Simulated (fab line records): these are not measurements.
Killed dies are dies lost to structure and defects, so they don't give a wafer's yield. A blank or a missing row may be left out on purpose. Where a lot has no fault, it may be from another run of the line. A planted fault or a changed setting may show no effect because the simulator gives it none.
Which tool did it? | flow nand harc | 72 wafers from 24 lots sampled at 4 of the route's 1302 steps

== WHAT THE GAUGES READ, wafer by wafer ==
NHARC_A_CONTACT_CD_MEAS_69: target cd 300 nm. Usual: cd nm reads 300.0 nm (standard deviation 0.64).
lot  | measured     | on        | cd nm (nm)        | flag
L074 | day 22 05:47 | cd sem-03 | 300.1 300.8 300.2 |
L075 | day 22 15:23 | cd sem-01 | 301.8 301.7 300.6 |
L077 | day 22 23:13 | cd sem-03 | 300.9 299.9 300.6 |
L076 | day 23 04:55 | cd sem-01 | 300.0 299.9 299.4 |
L079 | day 23 12:20 | cd sem-02 | 300.5 300.3 300.1 |
L078 | day 23 15:22 | cd sem-03 | 299.8 298.7 299.4 |
L080 | day 24 02:46 | cd sem-01 | 300.8 300.0 300.5 |
L082 | day 25 06:23 | cd sem-02 | 299.3 299.0 300.6 |
L081 | day 25 10:59 | cd sem-01 | 299.3 300.5 299.8 |
L083 | day 25 15:32 | cd sem-01 | 300.4 299.5 300.0 |
L084 | day 26 01:56 | cd sem-01 | 300.3 298.7 300.1 |
L087 | day 26 12:02 | cd sem-01 | 301.1 300.5 301.0 |
L086 | day 26 12:59 | cd sem-02 | 300.0 299.4 299.5 |
L085 | day 26 16:52 | cd sem-02 | 300.6 300.6 300.3 |
L089 | day 27 11:53 | cd sem-02 | 300.1 299.2 300.1 |
L088 | day 28 02:53 | cd sem-01 | 301.1 300.7 300.9 |
L091 | day 28 09:25 | cd sem-01 | 299.8 299.7 300.1 |
L090 | day 28 20:17 | cd sem-02 | 300.3 299.8 299.6 |
L092 | day 29 13:25 | cd sem-03 | 299.7 299.5 299.4 |
L093 | day 29 14:39 | cd sem-02 | 299.3 300.2 299.4 |
L095 | day 30 05:11 | cd sem-02 | 299.8 299.6 299.4 |
L094 | day 30 07:19 | cd sem-02 | 300.1 299.7 300.9 |
L096 | day 31 02:01 | cd sem-01 | 300.3 300.8 300.5 |
L097 | day 31 03:04 | cd sem-03 | 300.9 300.6 300.5 |

== WHICH TOOL RAN EACH LOT (tool, then ch and the chambers of the sampled wafers, then the start) ==
lot  | NHARC_A_CONTACT_ETCH_111             | NHARC_A_CONTACT_ETCH_120             | NHARC_A_CONTACT_ETCH_122
L074 | har cap etch-02 ch 0,1, day 21 21:35 | har cap etch-02 ch 0,1, day 21 23:10 | har cap etch-02 ch 0,1, day 21 23:30
L075 | har cap etch-02 ch 0,1, day 22 07:13 | har cap etch-02 ch 0,1, day 22 08:46 | har cap etch-02 ch 0,1, day 22 09:07
L077 | har cap etch-01 ch 0,1, day 22 14:47 | har cap etch-01 ch 0,1, day 22 16:21 | har cap etch-01 ch 0,1, day 22 16:41
L076 | har cap etch-03 ch 0,1, day 22 18:12 | har cap etch-03 ch 0,1, day 22 19:45 | har cap etch-03 ch 0,1, day 22 20:05
L079 | har cap etch-01 ch 0,1, day 23 02:27 | har cap etch-01 ch 0,1, day 23 04:01 | har cap etch-01 ch 0,1, day 23 04:21
L078 | har cap etch-02 ch 0, day 23 03:50   | har cap etch-02 ch 0, day 23 05:24   | har cap etch-02 ch 0, day 23 05:44
L080 | har cap etch-02 ch 0,1, day 23 18:43 | har cap etch-02 ch 0,1, day 23 20:17 | har cap etch-02 ch 0,1, day 23 20:38
L082 | har cap etch-01 ch 0,1, day 24 22:17 | har cap etch-01 ch 0,1, day 24 23:50 | har cap etch-01 ch 0,1, day 25 00:11
L081 | har cap etch-02 ch 0,1, day 25 02:02 | har cap etch-02 ch 0,1, day 25 04:07 | har cap etch-02 ch 0,1, day 25 04:35
L083 | har cap etch-03 ch 0,1, day 25 05:13 | har cap etch-03 ch 0,1, day 25 06:47 | har cap etch-03 ch 0,1, day 25 07:07
L084 | har cap etch-03 ch 0,1, day 25 15:11 | har cap etch-03 ch 0,1, day 25 17:17 | har cap etch-03 ch 0,1, day 25 17:44
L087 | har cap etch-03 ch 0,1, day 26 02:20 | har cap etch-03 ch 0,1, day 26 04:25 | har cap etch-03 ch 0,1, day 26 04:52
L086 | har cap etch-01 ch 0,1, day 26 03:25 | har cap etch-01 ch 0,1, day 26 04:59 | har cap etch-01 ch 0,1, day 26 05:19
L085 | har cap etch-03 ch 0,1, day 26 07:48 | har cap etch-03 ch 0,1, day 26 09:31 | har cap etch-03 ch 0,1, day 26 09:52
L089 | har cap etch-02 ch 0,1, day 27 03:41 | har cap etch-02 ch 0,1, day 27 05:15 | har cap etch-02 ch 0,1, day 27 05:35
L088 | har cap etch-01 ch 1, day 27 18:40   | har cap etch-01 ch 1, day 27 20:14   | har cap etch-01 ch 1, day 27 20:34
L091 | har cap etch-03 ch 0,1, day 27 23:43 | har cap etch-03 ch 0,1, day 28 01:49 | har cap etch-03 ch 0,1, day 28 02:16
L090 | har cap etch-02 ch 0,1, day 28 11:18 | har cap etch-02 ch 0,1, day 28 12:51 | har cap etch-02 ch 0,1, day 28 13:11
L092 | har cap etch-02 ch 0,1, day 29 04:53 | har cap etch-02 ch 0,1, day 29 06:26 | har cap etch-02 ch 0,1, day 29 06:47
L093 | har cap etch-03 ch 0,1, day 29 06:32 | har cap etch-03 ch 0,1, day 29 08:07 | har cap etch-03 ch 0,1, day 29 08:27
L095 | har cap etch-01 ch 0,1, day 29 20:59 | har cap etch-01 ch 0,1, day 29 22:34 | har cap etch-01 ch 0,1, day 29 22:53
L094 | har cap etch-02 ch 0,1, day 29 22:07 | har cap etch-02 ch 0,1, day 29 23:41 | har cap etch-02 ch 0,1, day 30 00:01
L096 | har cap etch-03 ch 0,1, day 30 17:46 | har cap etch-03 ch 0,1, day 30 19:19 | har cap etch-03 ch 0,1, day 30 19:40
L097 | har cap etch-02 ch 0,1, day 30 18:05 | har cap etch-02 ch 0,1, day 30 20:10 | har cap etch-02 ch 0,1, day 30 20:37
- NHARC_A_CONTACT_ETCH_111: etches the open film in C4F8/O2/Ar, time 140 s, target depth 700 nm.
- NHARC_A_CONTACT_ETCH_120: etches the open film in C4F8/O2/Ar, time 190 s, target depth 1850 nm.
- NHARC_A_CONTACT_ETCH_122: etches the open film in C4F8/O2/Ar, time 190 s, target depth 1850 nm.

== AS READ BY THE TOOLS THEMSELVES (means over the sampled wafers that have a number; for cases with no such wafer, the mark the record gives instead) ==
The record holds no such reading with a usual standard deviation.

== THE ANSWER, worked out from the rows above alone ==
Rule: lot off if the mean of its wafers having a number is beyond 3 standard deviations from the usual mean. A lot without any number at a reading at which 4 lots or more have one is off too. The other lots that the step has rows for count as sound. First the gauges in route order, then the tools' own readings, where a lot's mean is used as printed above. The first step at which some lot is off is used, and at that step the reading that is off furthest; a lot without a number counts as furthest.
No lot is off at any reading shown: from this, nothing can be told.

== WHAT HAD BEEN PUT IN BY THE SIMULATOR ==
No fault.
